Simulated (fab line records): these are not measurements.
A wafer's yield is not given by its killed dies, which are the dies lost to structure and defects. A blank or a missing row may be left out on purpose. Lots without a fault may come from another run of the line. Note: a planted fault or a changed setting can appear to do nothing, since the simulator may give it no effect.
Matching of chambers | flow n5-finfet | 4 sister chambers for N5_BEOL_M7_ETCH_62 on rie-diel-01
The step etches SOC in N2/H2, target depth 110 nm, overetch 22 nm, time 165 s. 8 wafers are shown with their chamber, then 9 later ones without.

## WAFERS, EACH WITH ITS CHAMBER
wafer  | chamber | showerhead-plenum-p-Torr (Torr) | throttle-valve-pct (%)
L082.2 | 2       | 2.53                            | 18.03
L084.3 | 0       | 2.59                            | 17.76
L084.4 | 2       | 2.53                            | 18.04
L088.3 | 0       | 2.58                            | 17.77
L088.5 | 1       | 2.56                            | 17.42
L091.1 | 1       | 2.56                            | 17.43
L091.2 | 3       | 2.42                            | 17.87
L091.6 | 3       | 2.42                            | 17.87

## WAFERS WITH NO CHAMBER GIVEN
wafer  | showerhead-plenum-p-Torr (Torr) | throttle-valve-pct (%)
L092.1 | 2.58                            | 17.79
L092.3 | 2.52                            | 18.10
L092.4 | 2.56                            | 17.44
L093.2 | 2.42                            | 17.87
L093.4 | 2.52                            | 18.08
L093.5 | 2.56                            | 17.43
L097.1 | 2.58                            | 17.81
L097.3 | 2.52                            | 18.09
L097.5 | 2.42                            | 17.88

## WHICH CHAMBER EACH WENT THROUGH
wafer  | from the rows above | in truth
L092.1 | 0                   | 0
L092.3 | 2                   | 2
L092.4 | 1                   | 1
L093.2 | 3                   | 3
L093.4 | 2                   | 2
L093.5 | 1                   | 1
L097.1 | 0                   | 0
L097.3 | 2                   | 2
L097.5 | 3                   | 3
Correctly placed: 9 of 9. Left unplaced by these rows: 0. Placed wrongly: 0.
How it was worked out, from the rows above alone: a wafer's distance from a chamber is the root of the sum, over the readings, of the square of ((its reading less the chamber's mean) divided by the reading's scatter). If the next closest chamber is less than 2 further off than the closest, the wafer can't be placed; otherwise it belongs to the closest. Each chamber's mean is taken over the wafers shown for it. How the scatter is found: for the shown wafers, subtract from each reading the mean of its chamber, square and add these, divide the total by (wafers less chambers), then take the root.
